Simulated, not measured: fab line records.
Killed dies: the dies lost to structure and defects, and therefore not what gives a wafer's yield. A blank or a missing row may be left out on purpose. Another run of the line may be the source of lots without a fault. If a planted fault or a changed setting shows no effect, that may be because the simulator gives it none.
fab line records :: flow n5_finfet
[record]
  lots = 5
  wafers = 14
  last_day = 16
route steps=1938 shown PASSIVATION@1904
lots untouched by any fault: they come from a run of this same line in which no faults occurred
start_h: the number of hours between the record's first day and the start of the first shown wafer of the lot :: wait_h: hours from the lot's prior step to this one :: " repeats the value in the row above :: L1.1+2: a single row standing in for several wafers :: - no value, or no start given :: * or withheld: withheld :: < > ~ a bound
route shown NAME@n: NAME is a module with steps in the file, n the number in the route of the first one :: usual: mean/standard deviation taken from wafers without a fault :: same: alike in all rows :: chamber/n: place in a boat :: sites: each site's reading :: _std_site: the standard deviation of these :: _edge_site: outer sites' mean less inner sites' :: radius_mm: how far each site lies from the wafer's centre :: mask NAME#n: copy n :: behind: the last tool/chamber to shape the wafer :: hold: reason for holding the lot/hours on hold/outcome of the hold :: device: the transistor (n, p or np) that didn't switch :: end of line: the same wafers' tests at the end of the route :: where a step has no rows: the recipe by itself :: killed: not the wafer's yield, but the dies lost to structure and defects at the first sort :: map: a wafer's dies, marking killed ones x, the rest . and places with no die _
set.NAME: the run value of the setting; set.NAME@STEP: its run value at that earlier step :: model.NAME: the simulator's own value behind a step, which no gauge read
a table for each step, a row for each wafer; lots at some steps of the route
services: from which hour (start_h, from the record's first day; less than 0 if before it) a tool's chamber was out of use, for how many hours, and why
[[steps]]
[step N5_PASSIVATION_HARDBAKE_31]
[recipe]
  temp_c = 130
  time_s = 120
[step N5_PASSIVATION_DESCUM_32]
[recipe]
  chemistry = O2
  time_s = 7.9
  source_power_w = 50
  bias_power_w = 20
  pressure_mtorr = 20
  rf_frequency_hz = 2.712e+07
  temp_c = 40
  o2_flow_sccm = 225
[step N5_PASSIVATION_AL_ETCH_33]
[recipe]
  chemistry = Cl2/BCl3
  target_depth_a = 28000
  over_etch_frac = 0.15
  Cl2_flow_sccm = 180
  bcl3_flow_sccm = 60
  target = Al
  stop_on = TaN
  time_s = 466.7
  ion_energy_ev = 100
  pressure_mtorr = 10
  icp_w = 900
  bias_w = 100
[step N5_PASSIVATION_ETCH_59]
[recipe]
  chemistry = Cl2/BCl3
  target = TaN
  target_depth_a = 650
  time_s = 34.9
  ion_energy_ev = 100
  pressure_mtorr = 10
  icp_w = 900
  bias_w = 100
  Cl2_flow_sccm = 60
  bcl3_flow_sccm = 30
[step N5_PASSIVATION_STRIP_34]
[recipe]
  chemistry = O2
  power_w = 600
  temp_c = 60
  pressure_mtorr = 30
  rf_frequency_hz = 6e+07
  bias_power_w = 0
  overash_fraction = 2
  o2_flow_sccm = 225
[step N5_PASSIVATION_STRIP_51]
[recipe]
  chemistry = post_etch_residue_remover
  time_s = 1200
  temp_c = 72.5
[step N5_PASSIVATION_CLEAN_69]
[recipe]
  chemistry = IPA
  time_s = 180
  temp_c = 25
[step N5_PASSIVATION_SRD_70]
[recipe]
  dry = ipa_marangoni
  time_s = 30
  temp_c = 23
  rinse_liquid = diw
[step N5_PASSIVATION_PECVD_53]
[recipe]
  material = SiO2
  target_thk_a = 8000
  temp_c = 400
  precursor = TEOS/O2
  pressure_torr = 6.5
  rf_w = withheld
  teos_flow_sccm = withheld
  gas = O2
  flow_sccm = 2650
  time_s = 169.4
[step N5_PASSIVATION_PECVD_35]
[recipe]
  material = SiNx
  target_thk_a = 7000
  temp_c = 400
  precursor = SiH4/NH3/N2
  pressure_torr = 4.9
  rf_w = 1406
  time_s = 151.3
[usual]
  heater_power_w = 394/79
  run_length_s = 195.4/0.67
  showerhead_plenum_p_Torr = 8.661/0.029
  throttle_valve_pct = 29.8/1.8
lot.wafer: L899.3
tool: pecvd-02
chamber: 0
start_h: 263.34
wait_h: 0.1
heater_power_w: 460
run_length_s: 196.3
showerhead_plenum_p_Torr: 8.684
throttle_valve_pct: 30.6
model.SiNx_of_PASSIVATION_PECVD_35.thk_nm: 693.4

lot.wafer: L899.5
tool: pecvd-02
chamber: 0
start_h: 263.34
wait_h: 0.1
heater_power_w: 474
run_length_s: 195.8
showerhead_plenum_p_Torr: 8.665
throttle_valve_pct: 30.3
model.SiNx_of_PASSIVATION_PECVD_35.thk_nm: 705.6

lot.wafer: L899.6
tool: pecvd-02
chamber: 2
start_h: 263.34
wait_h: 0.1
heater_power_w: 207
run_length_s: 195.9
showerhead_plenum_p_Torr: 8.641
throttle_valve_pct: 28.2
model.SiNx_of_PASSIVATION_PECVD_35.thk_nm: 702.6

lot.wafer: L901.1
tool: pecvd-02
chamber: 0
start_h: 284.40
wait_h: 0.1
heater_power_w: 434
run_length_s: 202.4
showerhead_plenum_p_Torr: 8.635
throttle_valve_pct: 30.6
model.SiNx_of_PASSIVATION_PECVD_35.thk_nm: 720.8

lot.wafer: L901.5
tool: pecvd-02
chamber: 1
start_h: 284.40
wait_h: 0.1
heater_power_w: 373
run_length_s: 194.6
showerhead_plenum_p_Torr: 8.690
throttle_valve_pct: 30.2
model.SiNx_of_PASSIVATION_PECVD_35.thk_nm: 693.4

lot.wafer: L901.6
tool: pecvd-02
chamber: 0
start_h: 284.40
wait_h: 0.1
heater_power_w: 463
run_length_s: 196.0
showerhead_plenum_p_Torr: 8.670
throttle_valve_pct: 30.6
model.SiNx_of_PASSIVATION_PECVD_35.thk_nm: 697

lot.wafer: L905.2
tool: pecvd-02
chamber: 2
start_h: 298.26
wait_h: 0.1
heater_power_w: 226
run_length_s: 196.2
showerhead_plenum_p_Torr: 8.641
throttle_valve_pct: 28.4
model.SiNx_of_PASSIVATION_PECVD_35.thk_nm: 692.2

lot.wafer: L905.3
tool: pecvd-02
chamber: 1
start_h: 298.26
wait_h: 0.1
heater_power_w: 546
run_length_s: 200.8
showerhead_plenum_p_Torr: 8.716
throttle_valve_pct: 30.0
model.SiNx_of_PASSIVATION_PECVD_35.thk_nm: 720.4

lot.wafer: L906.2
tool: pecvd-02
chamber: 0
start_h: 304.30
wait_h: 0.1
heater_power_w: 370
run_length_s: 196.0
showerhead_plenum_p_Torr: 8.657
throttle_valve_pct: 30.2
model.SiNx_of_PASSIVATION_PECVD_35.thk_nm: 683.4

lot.wafer: L906.3
tool: pecvd-02
chamber: 1
start_h: 304.30
wait_h: 0.1
heater_power_w: 481
run_length_s: 200.9
showerhead_plenum_p_Torr: 8.696
throttle_valve_pct: 30.4
model.SiNx_of_PASSIVATION_PECVD_35.thk_nm: 720.6

lot.wafer: L906.5
tool: pecvd-02
chamber: 0
start_h: 304.30
wait_h: 0.1
heater_power_w: 420
run_length_s: 195.4
showerhead_plenum_p_Torr: 8.631
throttle_valve_pct: 30.6
model.SiNx_of_PASSIVATION_PECVD_35.thk_nm: 705

lot.wafer: L916.3
tool: pecvd-02
chamber: 0
start_h: 389.06
wait_h: 0.1
heater_power_w: 440
run_length_s: 195.5
showerhead_plenum_p_Torr: 8.644
throttle_valve_pct: 30.6
model.SiNx_of_PASSIVATION_PECVD_35.thk_nm: 696.2

lot.wafer: L916.4
tool: pecvd-02
chamber: 1
start_h: 389.06
wait_h: 0.1
heater_power_w: 468
run_length_s: 194.6
showerhead_plenum_p_Torr: 8.724
throttle_valve_pct: 30.1
model.SiNx_of_PASSIVATION_PECVD_35.thk_nm: 698

lot.wafer: L916.6
tool: pecvd-02
chamber: 0
start_h: 389.06
wait_h: 0.1
heater_power_w: 482
run_length_s: 195.3
showerhead_plenum_p_Torr: 8.653
throttle_valve_pct: 30.4
model.SiNx_of_PASSIVATION_PECVD_35.thk_nm: 694
[step N5_PASSIVATION_HMDS_37]
[recipe]
  time_s = 60
  temp_c = 120
[step N5_PASSIVATION_COAT_38]
[recipe]
  spin_rpm = 3000
  resist_thk_nm = withheld
[step N5_PASSIVATION_EBR_40]
[recipe]
  solvent = PGMEA
  ebr_width_mm = 1.5
[step N5_PASSIVATION_SOFTBAKE_39]
[recipe]
  temp_c = 110
  time_s = 120
[step N5_PASSIVATION_EXPOSE_41]
[recipe]
  mask_id = PASS_OPEN
  na = 0.55
  defocus_nm = 0
  source_shape = conventional
  sigma_outer = 0.8
  polarization = unpolarized
  target_cd_nm = 40000
  dose_mj = 57.25
[step N5_PASSIVATION_PEB_42]
[recipe]
  peb_temp_c = withheld
  peb_time_s = *
[step N5_PASSIVATION_DEVELOP_43]
[recipe]
  develop_time_s = 60
  rinse_liquid = diw
  dry = air_spin
  dev_temp_c = 21
[step N5_PASSIVATION_HARDBAKE_45]
[recipe]
  temp_c = 130
  time_s = 120
[step N5_PASSIVATION_DESCUM_46]
[recipe]
  chemistry = O2
  time_s = 7.9
  source_power_w = 50
  bias_power_w = 20
  pressure_mtorr = 20
  rf_frequency_hz = 2.712e+07
  temp_c = 40
  o2_flow_sccm = 225
[step N5_PASSIVATION_PASS_ETCH_47]
[recipe]
  chemistry = CF4/O2
  target = SiNx
  target_depth_a = 7700
  time_s = 385
  ion_energy_ev = 100
  pressure_mtorr = 40
  source_w = 535
  bias_w = 49
  Ar_flow_sccm = 100
  cf4_flow_sccm = 100
  O2_flow_sccm = 10
[step N5_PASSIVATION_ETCH_54]
[recipe]
  chemistry = CHF3/O2
  target = SiO2
  target_depth_a = 8800
  CHF3_flow_sccm = 50
  O2_flow_sccm = 5
  Ar_flow_sccm = 200
  time_s = 440
  mask_material = PR
  pressure_mtorr = 30
  source_w = 650
  bias_w = 170
  ion_energy_ev = 200
[step N5_PASSIVATION_STRIP_48]
[recipe]
  chemistry = O2
  power_w = 600
  temp_c = 60
  pressure_mtorr = 30
  rf_frequency_hz = 6e+07
  bias_power_w = 0
  overash_fraction = 0.5
  o2_flow_sccm = 225
[step N5_PASSIVATION_STRIP_52]
[recipe]
  chemistry = post_etch_residue_remover
  time_s = 1200
  temp_c = 72.5
lot.wafer: L899.3
tool: wet_bench-01
chamber: 3
start_h: 264.68
wait_h: -
model.SiNx_of_PASSIVATION_PECVD_35.thk_nm: 693

lot.wafer: L899.5
tool: wet_bench-01
chamber: 2
start_h: 264.68
wait_h: -
model.SiNx_of_PASSIVATION_PECVD_35.thk_nm: 705.2

lot.wafer: L899.6
tool: wet_bench-01
chamber: 4
start_h: 264.68
wait_h: -
model.SiNx_of_PASSIVATION_PECVD_35.thk_nm: 702.2

lot.wafer: L901.1
tool: wet_bench-05
chamber: 3
start_h: 285.66
wait_h: -
model.SiNx_of_PASSIVATION_PECVD_35.thk_nm: 720.4

lot.wafer: L901.5
tool: wet_bench-05
chamber: 1
start_h: 285.66
wait_h: -
model.SiNx_of_PASSIVATION_PECVD_35.thk_nm: 693

lot.wafer: L901.6
tool: wet_bench-05
chamber: 0
start_h: 285.66
wait_h: -
model.SiNx_of_PASSIVATION_PECVD_35.thk_nm: 696.6

lot.wafer: L905.2
tool: wet_bench-01
chamber: 0
start_h: 299.52
wait_h: -
model.SiNx_of_PASSIVATION_PECVD_35.thk_nm: 692

lot.wafer: L905.3
tool: wet_bench-01
chamber: 1
start_h: 299.52
wait_h: -
model.SiNx_of_PASSIVATION_PECVD_35.thk_nm: 720

lot.wafer: L906.2
tool: wet_bench-03
chamber: 2
start_h: 305.44
wait_h: -
model.SiNx_of_PASSIVATION_PECVD_35.thk_nm: 683

lot.wafer: L906.3
tool: wet_bench-03
chamber: 3
start_h: 305.44
wait_h: -
model.SiNx_of_PASSIVATION_PECVD_35.thk_nm: 720.2

lot.wafer: L906.5
tool: wet_bench-03
chamber: 4
start_h: 305.44
wait_h: -
model.SiNx_of_PASSIVATION_PECVD_35.thk_nm: 704.6

lot.wafer: L916.3
tool: wet_bench-01
chamber: 1
start_h: 390.19
wait_h: -
model.SiNx_of_PASSIVATION_PECVD_35.thk_nm: 695.8

lot.wafer: L916.4
tool: wet_bench-01
chamber: 3
start_h: 390.19
wait_h: -
model.SiNx_of_PASSIVATION_PECVD_35.thk_nm: 697.6

lot.wafer: L916.6
tool: wet_bench-01
chamber: 0
start_h: 390.19
wait_h: -
model.SiNx_of_PASSIVATION_PECVD_35.thk_nm: 693.6
[step N5_PASSIVATION_CLEAN_71]
[recipe]
  chemistry = IPA
  time_s = 180
  temp_c = 25
[step N5_PASSIVATION_PROBE_49]
[usual]
  defect_limited_yield = 91.0/1.5
  killed_at_M0_to_M3 = 34/11
  killed_at_M4_up = 14/5.3
  killed_at_contacts = 13/7
  killed_at_front_end = 41/13
  killed_at_other = 4/3.1
  killed_dies = 106/17
  killed_open = 70/12
  killed_short = 35/8
  sort_bin_5_function = 5.2/0.98
  sort_bin_6_memory = 3.4/0.69
  sort_n_pass = 1074/17
  sort_yield_pct = 91.0/1.5
[same]
  gross_dies = 1180
  killed_at_back_side = 0
  sort_bin_4_leakage[%] = 0
  sort_bin_8_speed[%] = 0
lot.wafer: L901.1
tool: prober-01
chamber: -
start_h: 288.70
wait_h: 0.0
defect_limited_yield[%]: 92.2
killed_at_M0_to_M3: 25
killed_at_M4_up: 16
killed_at_contacts: 4
killed_at_front_end: 35
killed_at_other: 12
killed_dies: 92
killed_open: 59
killed_short: 24
sort_bin_5_function[%]: 5.0
sort_bin_6_memory[%]: 2.6
sort_n_pass: 1088
sort_yield_pct[%]: 92.2

lot.wafer: L905.2
tool: prober-02
chamber: -
start_h: 301.99
wait_h: 0.1
defect_limited_yield[%]: 90.3
killed_at_M0_to_M3: 36
killed_at_M4_up: 23
killed_at_contacts: 16
killed_at_front_end: 33
killed_at_other: 6
killed_dies: 114
killed_open: 80
killed_short: 34
sort_bin_5_function[%]: 5.5
sort_bin_6_memory[%]: 3.7
sort_n_pass: 1066
sort_yield_pct[%]: 90.3

lot.wafer: L905.3
tool: prober-02
chamber: -
start_h: 302.04
wait_h: 0.1
defect_limited_yield[%]: 91.4
killed_at_M0_to_M3: 33
killed_at_M4_up: 15
killed_at_contacts: 10
killed_at_front_end: 37
killed_at_other: 6
killed_dies: 101
killed_open: 60
killed_short: 38
sort_bin_5_function[%]: 5.3
sort_bin_6_memory[%]: 3.1
sort_n_pass: 1079
sort_yield_pct[%]: 91.4

lot.wafer: L906.2
tool: prober-02
chamber: -
start_h: 307.95
wait_h: 0.1
defect_limited_yield[%]: 92.4
killed_at_M0_to_M3: 32
killed_at_M4_up: 15
killed_at_contacts: 17
killed_at_front_end: 24
killed_at_other: 2
killed_dies: 90
killed_open: 69
killed_short: 20
sort_bin_5_function[%]: 5.0
sort_bin_6_memory[%]: 2.4
sort_n_pass: 1090
sort_yield_pct[%]: 92.4

lot.wafer: L906.3
tool: prober-02
chamber: -
start_h: 308.00
wait_h: 0.1
defect_limited_yield[%]: 91.4
killed_at_M0_to_M3: 31
killed_at_M4_up: 12
killed_at_contacts: 23
killed_at_front_end: 31
killed_at_other: 4
killed_dies: 101
killed_open: 63
killed_short: 28
sort_bin_5_function[%]: 4.6
sort_bin_6_memory[%]: 3.3
sort_n_pass: 1079
sort_yield_pct[%]: 91.4

lot.wafer: L906.5
tool: prober-02
chamber: -
start_h: 308.10
wait_h: 0.2
defect_limited_yield[%]: 91.6
killed_at_M0_to_M3: 24
killed_at_M4_up: 13
killed_at_contacts: 31
killed_at_front_end: 30
killed_at_other: 1
killed_dies: 99
killed_open: 67
killed_short: 29
sort_bin_5_function[%]: 5.4
sort_bin_6_memory[%]: 2.6
sort_n_pass: 1081
sort_yield_pct[%]: 91.6
// killed by level:class
L901.1 BEOL_M4:geometric_particle:open=8 GATE_CUT:geometric_particle:short=6 PASSIVATION:area_pecvd=6 FIN_SAQP:geometric_particle:short=5 BEOL_M3:geometric_particle:open=5 STI_FIN_REVEAL:geometric_particle:open=5 GATE_CUT:geometric_particle:open=5 BEOL_M0_SAQP:geometric_particle:open=5
L905.2 STI_FIN_REVEAL:geometric_particle:open=12 MOL_CONTACT_COAG:geometric_particle:open=12 BEOL_M3:geometric_particle:open=7 BEOL_M4:geometric_particle:open=7 BEOL_M4:geometric_particle:short=7 FIN_SAQP:geometric_particle:open=6 BEOL_M0_SAQP:geometric_particle:short=6 BEOL_M1:geometric_particle:open=6
L905.3 MOL_CONTACT_COAG:geometric_particle:open=9 BEOL_M2:geometric_particle:open=9 STI_FIN_REVEAL:geometric_particle:open=8 BEOL_M0_SAQP:geometric_particle:short=8 FIN_SAQP:geometric_particle:short=7 BEOL_M3:geometric_particle:open=6 GATE_CUT:geometric_particle:short=5 BEOL_M4:geometric_particle:open=5
L906.2 MOL_CONTACT_COAG:geometric_particle:open=13 BEOL_M1:geometric_particle:open=13 BEOL_M4:geometric_particle:open=9 FIN_SAQP:geometric_particle:open=5 BEOL_M3:geometric_particle:open=5 STI_FIN_REVEAL:geometric_particle:open=4 ILD0:geometric_particle:open=4 MOL_CONTACT_COAG:geometric_particle:short=4
L906.3 MOL_CONTACT_COAG:geometric_particle:open=23 BEOL_M0_SAQP:geometric_particle:open=8 GATE_CUT:geometric_particle:short=7 BEOL_M0_SAQP:geometric_particle:short=6 BEOL_M2:geometric_particle:open=5 HKMG_FIN:area_etch=5 BEOL_M0:geometric_particle:open=4 BEOL_M3:geometric_particle:open=4
L906.5 MOL_CONTACT_COAG:geometric_particle:open=23 STI_FIN_REVEAL:geometric_particle:open=14 MOL_CONTACT_COAG:geometric_particle:short=8 BEOL_M0:geometric_particle:open=5 BEOL_M1:geometric_particle:open=5 STARTING-WAFER:geometric_particle:short=4 BEOL_M0_SAQP:geometric_particle:short=4 BEOL_M1:geometric_particle:short=4
[[services]]
tool: pecvd-02
chamber: 0
start_h: 253.03
hours: 5.5
kind: scheduled_down

tool: pecvd-02
chamber: 2
start_h: 385.91
hours: 5.5
kind: scheduled_down
[[key]]
[first_sign]
  step = N5_PASSIVATION_PECVD_35
  reading = run_length_s
  direction = up
  sigmas = 8.9
  usual = *
  struck = *
effect none on later readings
[model_effect]
  step = N5_PASSIVATION_PECVD_35
  value = SiNx_of_PASSIVATION_PECVD_35.thk_nm
  without = 690.6
  struck = 720.6
[model_effect]
  step = N5_PASSIVATION_STRIP_52
  value = SiNx_of_PASSIVATION_PECVD_35.thk_nm
  without = 690.2
  struck = 720.2
met_at N5_PASSIVATION_PECVD_35
struck_wafers L901.1,L905.3,L906.3
onset_between 263.34 284.40
[fault]
  kind = process_parameter_drift
  tool = pecvd-02
  chamber = -
  onset_h = 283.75
  steps = N5_PASSIVATION_PECVD_35
  channel = time_s
  offset = *
  shape = step
  end_h = 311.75
  scope = struck_wafers_only
  acts_in = *
  stated = *
